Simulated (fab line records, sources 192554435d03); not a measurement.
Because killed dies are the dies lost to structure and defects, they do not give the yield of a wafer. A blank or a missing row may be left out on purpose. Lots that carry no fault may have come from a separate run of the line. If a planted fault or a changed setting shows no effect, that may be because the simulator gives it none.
Which tool did it? | flow n5-finfet | 20 lots, 60 wafers sampled, at 6 steps of a route of 1938

== WHAT THE GAUGES SHOWED, per wafer ==
The record lacks any reading of a measuring or inspecting step that a usual standard deviation could be used to judge.

== WHICH TOOL RAN EACH LOT (tool, then ch and the chambers of the sampled wafers, then the start) ==
lot  | N5_FIN_SAQP_PECVD_47           | N5_FIN_SAQP_ETCH_51               | N5_FIN_SAQP_MANDREL1_REMOVE_56  | N5_FIN_SAQP_MANDREL2_REMOVE_60  | N5_FIN_SAQP_STRIP_77              | N5_FIN_CUT_ETCH_20
L074 | pecvd-01 ch 1,2, day 1 23:11   | rie-diel-05 ch 2,3, day 2 00:04   | rie-si-06 ch 1,2,3, day 2 01:55 | rie-si-06 ch 0,2,3, day 2 03:28 | rie-diel-05 ch 0,2,3, day 2 03:43 | rie-diel-01 ch 1,2,3, day 2 04:46
L075 | pecvd-03 ch 0,2, day 2 03:19   | rie-diel-06 ch 1,3, day 2 03:58   | rie-si-04 ch 1,2, day 2 05:50   | rie-si-04 ch 0,1, day 2 07:58   | rie-diel-05 ch 0,3, day 2 08:13   | rie-diel-03 ch 0,1,3, day 2 09:16
L077 | pecvd-04 ch 0,1,2, day 2 15:21 | rie-diel-06 ch 1,3, day 2 16:59   | rie-si-06 ch 2,3, day 2 18:53   | rie-si-04 ch 0,3, day 2 20:37   | rie-diel-04 ch 0,2, day 2 21:02   | rie-diel-02 ch 1,2, day 2 21:57
L078 | pecvd-04 ch 0,1,2, day 2 23:59 | rie-diel-05 ch 0,1,2, day 3 00:48 | rie-si-04 ch 0,2,3, day 3 02:40 | rie-si-04 ch 0,1,3, day 3 04:16 | rie-diel-05 ch 0,2,3, day 3 04:31 | rie-diel-02 ch 0,2,3, day 3 05:27
L079 | pecvd-04 ch 1,2, day 3 03:07   | rie-diel-06 ch 0,3, day 3 03:58   | rie-si-04 ch 0,2,3, day 3 06:04 | rie-si-06 ch 1,2,3, day 3 09:59 | rie-diel-06 ch 1,3, day 3 10:41   | rie-diel-02 ch 1,3, day 3 11:36
L080 | pecvd-01 ch 1,2, day 3 10:31   | rie-diel-05 ch 0,1, day 3 11:16   | rie-si-04 ch 0,1,3, day 3 13:10 | rie-si-02 ch 0,1,2, day 3 15:07 | rie-diel-04 ch 0,1,3, day 3 15:22 | rie-diel-01 ch 1,3, day 3 16:32
L081 | pecvd-03 ch 1, day 3 14:44     | rie-diel-05 ch 0,1,3, day 3 15:28 | rie-si-02 ch 0,1, day 3 17:23   | rie-si-02 ch 0,1,3, day 3 19:00 | rie-diel-04 ch 0,2, day 3 19:20   | rie-diel-03 ch 0,1,2, day 3 20:16
L082 | pecvd-01 ch 1,2, day 3 21:22   | rie-diel-05 ch 1,2, day 3 22:13   | rie-si-02 ch 0,1,2, day 4 00:46 | rie-si-04 ch 0,2,3, day 4 02:43 | rie-diel-05 ch 1,2, day 4 03:01   | rie-diel-01 ch 1,2, day 4 03:56
L084 | pecvd-03 ch 0,1, day 4 08:57   | rie-diel-04 ch 0,2,3, day 4 10:17 | rie-si-02 ch 0,1,3, day 4 12:29 | rie-si-04 ch 1,3, day 4 14:10   | rie-diel-04 ch 0,2, day 4 14:26   | rie-diel-01 ch 0,2,3, day 4 16:02
L085 | pecvd-04 ch 0,1, day 4 15:02   | rie-diel-06 ch 2,3, day 4 16:04   | rie-si-06 ch 0,2,3, day 4 20:29 | rie-si-02 ch 1,2, day 4 23:04   | rie-diel-04 ch 1,3, day 4 23:23   | rie-diel-02 ch 1,3, day 5 00:19
L086 | pecvd-04 ch 0,2, day 4 21:41   | rie-diel-05 ch 1,2,3, day 4 22:45 | rie-si-06 ch 0,1,3, day 5 00:40 | rie-si-02 ch 0,1,2, day 5 02:23 | rie-diel-06 ch 1,2,3, day 5 02:38 | rie-diel-03 ch 0,1,2, day 5 03:41
L087 | pecvd-01 ch 1,2, day 5 03:05   | rie-diel-04 ch 0,3, day 5 03:49   | rie-si-06 ch 1,3, day 5 05:55   | rie-si-02 ch 1,2, day 5 09:08   | rie-diel-04 ch 0,1,2, day 5 09:23 | rie-diel-02 ch 0,2, day 5 11:16
L089 | pecvd-04 ch 0,2, day 5 15:25   | rie-diel-06 ch 0,1,3, day 5 16:14 | rie-si-02 ch 0,1,3, day 5 18:18 | rie-si-02 ch 0,1,3, day 5 19:57 | rie-diel-04 ch 2,3, day 5 20:12   | rie-diel-01 ch 0,2,3, day 5 21:15
L090 | pecvd-03 ch 0,1, day 5 21:29   | rie-diel-05 ch 0,2,3, day 5 22:30 | rie-si-02 ch 0,1,3, day 6 00:23 | rie-si-06 ch 0,2,3, day 6 02:46 | rie-diel-05 ch 0,3, day 6 03:01   | rie-diel-01 ch 0,2,3, day 6 04:23
L092 | pecvd-01 ch 0,1, day 6 10:24   | rie-diel-06 ch 1,2,3, day 6 11:14 | rie-si-06 ch 0,2,3, day 6 13:08 | rie-si-04 ch 0,1, day 6 15:33   | rie-diel-05 ch 0,2,3, day 6 15:51 | rie-diel-03 ch 0,1,3, day 6 16:53
L093 | pecvd-04 ch 0,1, day 6 16:29   | rie-diel-04 ch 0,2,3, day 6 17:10 | rie-si-06 ch 0,1,3, day 6 19:02 | rie-si-02 ch 0,1,3, day 6 21:14 | rie-diel-06 ch 1,2,3, day 6 21:29 | rie-diel-03 ch 1,2,3, day 6 22:25
L094 | pecvd-01 ch 0,1,2, day 6 21:38 | rie-diel-06 ch 1,2,3, day 6 22:25 | rie-si-02 ch 1,2,3, day 7 00:19 | rie-si-02 ch 0,2,3, day 7 02:08 | rie-diel-05 ch 0,2,3, day 7 02:23 | rie-diel-01 ch 0,1,3, day 7 03:31
L095 | pecvd-04 ch 1,2, day 7 02:57   | rie-diel-04 ch 2,3, day 7 03:38   | rie-si-02 ch 1,2,3, day 7 05:48 | rie-si-06 ch 0,3, day 7 07:38   | rie-diel-06 ch 0,2, day 7 07:53   | rie-diel-01 ch 1,3, day 7 09:01
L096 | pecvd-04 ch 0,1, day 7 10:08   | rie-diel-04 ch 0,3, day 7 10:48   | rie-si-02 ch 1,3, day 7 13:27   | rie-si-04 ch 0,1,2, day 7 15:11 | rie-diel-06 ch 1,2,3, day 7 15:26 | rie-diel-01 ch 0,2,3, day 7 16:59
L097 | pecvd-01 ch 0,1, day 7 15:31   | rie-diel-06 ch 1,2,3, day 7 16:29 | rie-si-02 ch 1,2,3, day 7 18:21 | rie-si-04 ch 1,2, day 7 20:20   | rie-diel-06 ch 0,1,3, day 7 20:35 | rie-diel-03 ch 0,2,3, day 7 21:33
- N5_FIN_SAQP_PECVD_47: deposits a-Si from SiH4/He, target thk 45 nm, time 36.3 s.
- N5_FIN_SAQP_ETCH_51: etches SiARC in CF4, target depth 45.5 nm, time 75.8 s.
- N5_FIN_SAQP_MANDREL1_REMOVE_56: chemistry HBr/Cl2/O2, target a-Si, stops on SiNx, bt time 10 s.
- N5_FIN_SAQP_MANDREL2_REMOVE_60: chemistry HBr/Cl2/O2, target a-Si, stops on SiNx, bt time 10 s.
- N5_FIN_SAQP_STRIP_77: strips in N2/H2, time 90 s.
- N5_FIN_CUT_ETCH_20: etches SiARC in CF4, target depth 26 nm, time 43.3 s.

== AS READ BY THE TOOLS THEMSELVES (means over the sampled wafers that have a number; for cases with no such wafer, the mark the record gives instead) ==
N5_FIN_SAQP_PECVD_47. Usual: heater-power-outer-w 495 W, standard deviation 48; heater-power-w 789 W, standard deviation 60; showerhead-plenum-p-Torr 5.68 Torr, standard deviation 0.042; susceptor-temp-C 400.03 C, standard deviation 0.21; throttle-valve-pct 18.2 %, standard deviation 0.67.
lot  | tool     | heater-power-outer-w (W) | heater-power-w (W) | showerhead-plenum-p-Torr (Torr) | susceptor-temp-C (C) | throttle-valve-pct (%) | flag
L074 | pecvd-01 | 498                      | 773                | 5.67                            | 400.23               | 18.2                   |
L075 | pecvd-03 | 524                      | 857                | 5.69                            | 400.12               | 18.7                   |
L077 | pecvd-04 | 495                      | 806                | 5.68                            | 399.90               | 18.1                   |
L078 | pecvd-04 | 490                      | 782                | 5.67                            | 399.88               | 18.2                   |
L079 | pecvd-04 | 541                      | 846                | 5.71                            | 399.92               | 18.6                   |
L080 | pecvd-01 | 474                      | 756                | 5.70                            | 400.20               | 17.8                   |
L081 | pecvd-03 | 483                      | 779                | 5.69                            | 399.78               | 18.0                   |
L082 | pecvd-01 | 509                      | 803                | 5.68                            | 399.97               | 18.4                   |
L084 | pecvd-03 | 504                      | 808                | 5.70                            | 400.03               | 18.6                   |
L085 | pecvd-04 | 511                      | 813                | 5.68                            | 400.13               | 18.5                   |
L086 | pecvd-04 | 426                      | 711                | 5.66                            | 400.00               | 17.7                   |
L087 | pecvd-01 | 475                      | 746                | 5.67                            | 400.24               | 18.2                   |
L089 | pecvd-04 | 466                      | 771                | 5.63                            | 399.93               | 18.2                   |
L090 | pecvd-03 | 498                      | 818                | 5.70                            | 400.10               | 18.4                   |
L092 | pecvd-01 | 557                      | 834                | 5.66                            | 399.79               | 17.7                   |
L093 | pecvd-04 | 535                      | 836                | 5.68                            | 400.15               | 18.7                   |
L094 | pecvd-01 | 474                      | 770                | 5.67                            | 399.96               | 17.5                   |
L095 | pecvd-04 | 504                      | 808                | 5.70                            | 399.95               | 18.1                   |
L096 | pecvd-04 | 496                      | 783                | 5.69                            | 400.17               | 18.8                   |
L097 | pecvd-01 | 567                      | 862                | 5.65                            | 400.00               | 17.6                   |

N5_FIN_SAQP_ETCH_51. Usual: drypump-motor-current-A 5.71 A, standard deviation 0.28; etch-rf-on-time-s 75.7 s, standard deviation 1.4; oes-product-au 0.68 a.u., standard deviation 0.09; rf-vpp-V 184.5 V, standard deviation 1.2; showerhead-plenum-p-Torr 2.18 Torr, standard deviation 0.07; throttle-valve-pct 15.57 %, standard deviation 0.22.
lot  | tool        | drypump-motor-current-A (A) | etch-rf-on-time-s (s) | oes-product-au (a.u.) | rf-vpp-V (V) | showerhead-plenum-p-Torr (Torr) | throttle-valve-pct (%) | flag
L074 | rie-diel-05 | 5.94                        | 76.4                  | 0.67                  | 184.2        | 2.15                            | 15.76                  |
L075 | rie-diel-06 | 5.38                        | 74.5                  | 0.69                  | 184.8        | 2.19                            | 15.40                  |
L077 | rie-diel-06 | 5.49                        | 74.4                  | 0.73                  | 184.1        | 2.14                            | 15.36                  |
L078 | rie-diel-05 | 5.85                        | 76.1                  | 0.70                  | 184.5        | 2.18                            | 15.44                  |
L079 | rie-diel-06 | 5.37                        | 74.1                  | 0.69                  | 185.0        | 2.23                            | 15.49                  |
L080 | rie-diel-05 | 5.72                        | 76.7                  | 0.63                  | 184.0        | 2.19                            | 15.42                  |
L081 | rie-diel-05 | 5.74                        | 76.2                  | 0.64                  | 184.8        | 2.17                            | 15.55                  |
L082 | rie-diel-05 | 6.02                        | 75.9                  | 0.71                  | 184.6        | 2.18                            | 15.56                  |
L084 | rie-diel-04 | 5.64                        | 76.9                  | 0.67                  | 183.6        | 2.15                            | 15.67                  |
L085 | rie-diel-06 | 5.42                        | 74.4                  | 0.68                  | 185.3        | 2.24                            | 15.39                  |
L086 | rie-diel-05 | 5.95                        | 76.4                  | 0.65                  | 184.2        | 2.17                            | 15.68                  |
L087 | rie-diel-04 | 5.63                        | 77.0                  | 0.66                  | 185.2        | 2.19                            | 15.56                  |
L089 | rie-diel-06 | 5.49                        | 74.0                  | 0.70                  | 184.4        | 2.20                            | 15.48                  |
L090 | rie-diel-05 | 5.86                        | 76.0                  | 0.67                  | 184.6        | 2.15                            | 15.60                  |
L092 | rie-diel-06 | 5.53                        | 74.3                  | 0.71                  | 183.9        | 2.19                            | 15.37                  |
L093 | rie-diel-04 | 5.65                        | 76.0                  | 0.66                  | 183.9        | 2.15                            | 15.71                  |
L094 | rie-diel-06 | 5.55                        | 74.6                  | 0.70                  | 184.7        | 2.19                            | 15.37                  |
L095 | rie-diel-04 | 5.84                        | 74.3                  | 0.71                  | 184.7        | 2.19                            | 15.68                  |
L096 | rie-diel-04 | 5.61                        | 76.6                  | 0.64                  | 184.6        | 2.18                            | 15.60                  |
L097 | rie-diel-06 | 5.55                        | 74.7                  | 0.69                  | 185.1        | 2.19                            | 15.39                  |

N5_FIN_SAQP_MANDREL1_REMOVE_56. Usual: drypump-motor-current-A 6.1 A, standard deviation 0.45; oes-product-au 0.994 a.u., standard deviation 0.013; throttle-valve-pct 36.7 %, standard deviation 0.33.
lot  | tool      | drypump-motor-current-A (A) | oes-product-au (a.u.) | throttle-valve-pct (%) | flag
L074 | rie-si-06 | 6.3                         | 0.998                 | 36.4                   |
L075 | rie-si-04 | 5.7                         | 1.000                 | 36.8                   |
L077 | rie-si-06 | 6.3                         | 1.000                 | 36.2                   |
L078 | rie-si-04 | 5.5                         | 0.995                 | 36.7                   |
L079 | rie-si-04 | 5.5                         | 0.990                 | 36.8                   |
L080 | rie-si-04 | 5.4                         | 0.994                 | 36.9                   |
L081 | rie-si-02 | 6.1                         | 0.978                 | 37.0                   |
L082 | rie-si-02 | 5.9                         | 0.992                 | 36.8                   |
L084 | rie-si-02 | 6.2                         | 0.987                 | 36.8                   |
L085 | rie-si-06 | 6.3                         | 1.004                 | 36.4                   |
L086 | rie-si-06 | 6.3                         | 0.992                 | 36.6                   |
L087 | rie-si-06 | 6.1                         | 1.014                 | 36.3                   |
L089 | rie-si-02 | 6.2                         | 0.983                 | 36.8                   |
L090 | rie-si-02 | 6.2                         | 0.986                 | 36.8                   |
L092 | rie-si-06 | 6.3                         | 1.005                 | 36.5                   |
L093 | rie-si-06 | 6.3                         | 1.000                 | 36.6                   |
L094 | rie-si-02 | 6.2                         | 0.990                 | 36.7                   |
L095 | rie-si-02 | 6.2                         | 0.986                 | 36.7                   |
L096 | rie-si-02 | 6.4                         | 0.992                 | 36.9                   |
L097 | rie-si-02 | 6.2                         | 0.996                 | 36.7                   |

N5_FIN_SAQP_MANDREL2_REMOVE_60. Usual: drypump-motor-current-A 5.8 A, standard deviation 0.51; oes-product-au 0.994 a.u., standard deviation 0.013; throttle-valve-pct 36.8 %, standard deviation 0.33.
lot  | tool      | drypump-motor-current-A (A) | oes-product-au (a.u.) | throttle-valve-pct (%) | flag
L074 | rie-si-06 | 6.3                         | 0.996                 | 36.4                   |
L075 | rie-si-04 | 5.2                         | 0.990                 | 37.0                   |
L077 | rie-si-04 | 5.6                         | 0.989                 | 36.9                   |
L078 | rie-si-04 | 5.4                         | 0.982                 | 36.9                   |
L079 | rie-si-06 | 6.2                         | 0.991                 | 36.4                   |
L080 | rie-si-02 | 5.9                         | 0.992                 | 36.8                   |
L081 | rie-si-02 | 6.2                         | 0.993                 | 36.8                   |
L082 | rie-si-04 | 5.5                         | 0.987                 | 36.7                   |
L084 | rie-si-04 | 5.7                         | 0.991                 | 37.2                   |
L085 | rie-si-02 | 5.8                         | 0.998                 | 36.8                   |
L086 | rie-si-02 | 5.9                         | 0.987                 | 36.9                   |
L087 | rie-si-02 | 6.1                         | 0.993                 | 37.0                   |
L089 | rie-si-02 | 6.2                         | 0.982                 | 36.8                   |
L090 | rie-si-06 | 6.3                         | 0.996                 | 36.4                   |
L092 | rie-si-04 | 5.2                         | 0.995                 | 37.0                   |
L093 | rie-si-02 | 6.2                         | 0.977                 | 36.8                   |
L094 | rie-si-02 | 6.0                         | 0.992                 | 36.6                   |
L095 | rie-si-06 | 6.3                         | 1.006                 | 36.6                   |
L096 | rie-si-04 | 5.3                         | 1.001                 | 36.8                   |
L097 | rie-si-04 | 5.5                         | 1.011                 | 37.0                   |

N5_FIN_SAQP_STRIP_77. Usual: drypump-motor-current-A 5.71 A, standard deviation 0.27; oes-product-au 0.79 a.u., standard deviation 0.1; rf-vpp-V 45.4 V, standard deviation 0.85; showerhead-plenum-p-Torr 3.43 Torr, standard deviation 0.11; throttle-valve-pct 12.20 %, standard deviation 0.29.
lot  | tool        | drypump-motor-current-A (A) | oes-product-au (a.u.) | rf-vpp-V (V) | showerhead-plenum-p-Torr (Torr) | throttle-valve-pct (%) | flag
L074 | rie-diel-05 | 5.89                        | 0.83                  | 45.7         | 3.41                            | 12.14                  |
L075 | rie-diel-05 | 5.70                        | 0.80                  | 45.3         | 3.40                            | 12.04                  |
L077 | rie-diel-04 | 5.45                        | 0.71                  | 44.6         | 3.32                            | 12.34                  |
L078 | rie-diel-05 | 5.87                        | 0.82                  | 45.7         | 3.41                            | 12.18                  |
L079 | rie-diel-06 | 5.40                        | 0.78                  | 44.9         | 3.42                            | 12.13                  |
L080 | rie-diel-04 | 5.84                        | 0.79                  | 45.4         | 3.48                            | 12.24                  |
L081 | rie-diel-04 | 5.46                        | 0.70                  | 44.4         | 3.31                            | 12.37                  |
L082 | rie-diel-05 | 6.04                        | 0.84                  | 45.3         | 3.45                            | 12.18                  |
L084 | rie-diel-04 | 5.47                        | 0.70                  | 44.6         | 3.31                            | 12.39                  |
L085 | rie-diel-04 | 6.05                        | 0.84                  | 46.3         | 3.56                            | 12.17                  |
L086 | rie-diel-06 | 5.56                        | 0.84                  | 45.2         | 3.45                            | 11.95                  |
L087 | rie-diel-04 | 5.66                        | 0.68                  | 45.3         | 3.34                            | 12.49                  |
L089 | rie-diel-04 | 5.66                        | 0.77                  | 45.4         | 3.35                            | 12.43                  |
L090 | rie-diel-05 | 5.71                        | 0.77                  | 46.0         | 3.38                            | 12.13                  |
L092 | rie-diel-05 | 5.89                        | 0.78                  | 44.8         | 3.39                            | 12.26                  |
L093 | rie-diel-06 | 5.56                        | 0.81                  | 45.7         | 3.44                            | 11.98                  |
L094 | rie-diel-05 | 5.90                        | 0.78                  | 45.3         | 3.39                            | 12.27                  |
L095 | rie-diel-06 | 5.65                        | 0.88                  | 45.6         | 3.58                            | 11.96                  |
L096 | rie-diel-06 | 5.55                        | 0.81                  | 45.3         | 3.44                            | 12.02                  |
L097 | rie-diel-06 | 5.49                        | 0.80                  | 45.9         | 3.44                            | 12.16                  |

N5_FIN_CUT_ETCH_20. Usual: drypump-motor-current-A 5.7 A, standard deviation 0.37; etch-rf-on-time-s 43.0 s, standard deviation 0.88; oes-product-au 0.65 a.u., standard deviation 0.044; rf-vpp-V 184.0 V, standard deviation 1.2; showerhead-plenum-p-Torr 2.13 Torr, standard deviation 0.061; throttle-valve-pct 15.81 %, standard deviation 0.2.
lot  | tool        | drypump-motor-current-A (A) | etch-rf-on-time-s (s) | oes-product-au (a.u.) | rf-vpp-V (V) | showerhead-plenum-p-Torr (Torr) | throttle-valve-pct (%) | flag
L074 | rie-diel-01 | 6.0                         | 42.7                  | 0.66                  | 184.2        | 2.14                            | 15.77                  |
L075 | rie-diel-03 | 5.6                         | 42.5                  | 0.66                  | 183.8        | 2.11                            | 15.82                  |
L077 | rie-diel-02 | 5.7                         | 43.1                  | 0.64                  | 183.9        | 2.18                            | 15.84                  |
L078 | rie-diel-02 | 5.5                         | 43.2                  | 0.67                  | 184.0        | 2.10                            | 15.76                  |
L079 | rie-diel-02 | 5.2                         | 44.1                  | 0.61                  | 183.4        | 2.10                            | 16.00                  |
L080 | rie-diel-01 | 6.2                         | 43.6                  | 0.64                  | 183.2        | 2.11                            | 15.74                  |
L081 | rie-diel-03 | 5.5                         | 41.9                  | 0.66                  | 183.7        | 2.11                            | 15.81                  |
L082 | rie-diel-01 | 5.7                         | 42.7                  | 0.66                  | 184.8        | 2.19                            | 15.89                  |
L084 | rie-diel-01 | 5.9                         | 42.2                  | 0.65                  | 183.9        | 2.14                            | 15.81                  |
L085 | rie-diel-02 | 5.4                         | 44.1                  | 0.61                  | 184.4        | 2.16                            | 15.89                  |
L086 | rie-diel-03 | 5.5                         | 42.1                  | 0.65                  | 183.4        | 2.10                            | 15.84                  |
L087 | rie-diel-02 | 5.7                         | 42.1                  | 0.68                  | 184.2        | 2.13                            | 15.71                  |
L089 | rie-diel-01 | 5.9                         | 42.3                  | 0.64                  | 182.9        | 2.14                            | 15.83                  |
L090 | rie-diel-01 | 5.9                         | 43.1                  | 0.64                  | 183.7        | 2.14                            | 15.83                  |
L092 | rie-diel-03 | 5.6                         | 43.2                  | 0.63                  | 183.2        | 2.10                            | 15.89                  |
L093 | rie-diel-03 | 5.5                         | 42.8                  | 0.63                  | 182.7        | 2.10                            | 15.95                  |
L094 | rie-diel-01 | 6.1                         | 42.8                  | 0.63                  | 183.4        | 2.11                            | 15.79                  |
L095 | rie-diel-01 | 6.3                         | 42.7                  | 0.63                  | 183.7        | 2.08                            | 15.75                  |
L096 | rie-diel-01 | 5.9                         | 42.9                  | 0.63                  | 183.8        | 2.13                            | 15.85                  |
L097 | rie-diel-03 | 5.4                         | 42.8                  | 0.64                  | 184.5        | 2.14                            | 15.86                  |

== THE ANSWER, worked out from the rows above alone ==
Rule: a lot is off if the mean of its wafers that have a number lies more than 3 standard deviations from the usual mean. Also off: a lot with no number at a reading for which 4 or more lots have one. Where the step has rows for the other lots, those lots are counted as sound. After the gauges, taken in route order, come the tools' own readings; for these a lot's mean is taken, as printed above. The first step at which some lot is off is used, and at that step the reading that is off furthest; a lot without a number counts as furthest.
Across all readings shown, no lot is off: no conclusion can be drawn from this.

== WHAT THE SIMULATOR PUT IN ==
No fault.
